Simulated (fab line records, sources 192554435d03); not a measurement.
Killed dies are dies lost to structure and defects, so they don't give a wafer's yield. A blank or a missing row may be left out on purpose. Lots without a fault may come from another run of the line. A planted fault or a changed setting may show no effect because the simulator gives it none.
Problem report in the 8D (eight disciplines) form, filled by code | flow n5_finfet | the parts of the form that need people (team, actions taken, sign-off) are left out

1. THE PROBLEM
killed_at_M4_up at N5_PASSIVATION_PROBE_49 reads a mean of 140 on 6 wafers of 2 lots; wafers without a fault read 13 with a standard deviation of 5. That is +25 standard deviations from the usual mean.
First seen on wafer L523.1, day 15 20:45, on prober-02. The record holds 6 wafers of 2 lots with a number at this step. Rule for "out", or "out of limits": more than 4 standard deviations from the usual mean. The other wafers with a number count as sound.

2. WHAT IT IS AND WHAT IT IS NOT
question                    | is                                                                                                   | is not
which readings at this step | killed_at_M4_up, defect_limited_yield, killed_dies, sort_bin_5_function, sort_n_pass, sort_yield_pct | killed_at_M0_to_M3, killed_at_other, killed_open, killed_short, sort_bin_6_memory
which lots                  | L523, L525                                                                                           | -
which wafers of those lots  | all that have a number                                                                               | -
read on which tools         | prober-01, prober-02                                                                                 | -
when                        | from day 15 20:45                                                                                    | up to then (0 sound wafers)

3. SUSPECTS, AND WHAT RULES EACH OUT
Counting: a tool at a process step up to the reading stays a suspect if it ran every lot that is out and no sound lot after the first of them.
- plasma_asher-02 at N5_BEOL_M13_STRIP_37 (strips in N2/H2): kept. It ran every lot that is out, first L523 (day 14 12:25), and no sound lot after that.
Left after counting: plasma_asher-02 at N5_BEOL_M13_STRIP_37.

4. THE CAUSE (what the simulator had put in)
Chamber particle source: plasma_asher-02, from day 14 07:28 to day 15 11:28, at N5_BEOL_M13_STRIP_37. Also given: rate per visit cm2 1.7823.
Counting left only this tool.

5. THE CHAIN OF EFFECTS, in route order
Each row: a reading whose mean over the struck wafers that have a number lies more than 3 standard deviations from the usual. Only readings for which the record gives a usual standard deviation are gone through. hours: the time from each lot's start at the first step in this table that gives one to its start at this step, as a median over the lots. sigmas: the change in usual standard deviations.
hours | step                    | reading              | usual  | on struck wafers | change | sigmas
0     | N5_PASSIVATION_PROBE_49 | defect_limited_yield | 91.5 % | 81.4             | -10.1  | -7.2
0     | N5_PASSIVATION_PROBE_49 | killed_at_M4_up      | 13     | 140              | +127   | +25
0     | N5_PASSIVATION_PROBE_49 | killed_dies          | 100    | 220              | +120   | +7.5
0     | N5_PASSIVATION_PROBE_49 | killed_on_rim        | 13     | 26               | +13    | +3.2
0     | N5_PASSIVATION_PROBE_49 | sort_bin_5_function  | 5.0 %  | 10.9             | +5.9   | +6.1
0     | N5_PASSIVATION_PROBE_49 | sort_n_pass          | 1080   | 960              | -120   | -7.5
0     | N5_PASSIVATION_PROBE_49 | sort_yield_pct       | 91.5 % | 81.4             | -10.1  | -7.2
The process steps in it:
- N5_PASSIVATION_PROBE_49

6. WHAT WOULD HAVE CAUGHT IT SOONER
In this record the first reading out of limits was taken at day 15 20:45, 37 hours after the fault began at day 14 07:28.
Of the tool readings at N5_BEOL_M13_STRIP_37 for which the record gives a usual standard deviation, none was out on any struck wafer, so an alarm limit of 4 standard deviations on them would not have fired.
All the lots that are out (2) had begun N5_BEOL_M13_STRIP_37 on plasma_asher-02 by day 15 20:45. A hold on the tool at that time would have spared none of them.
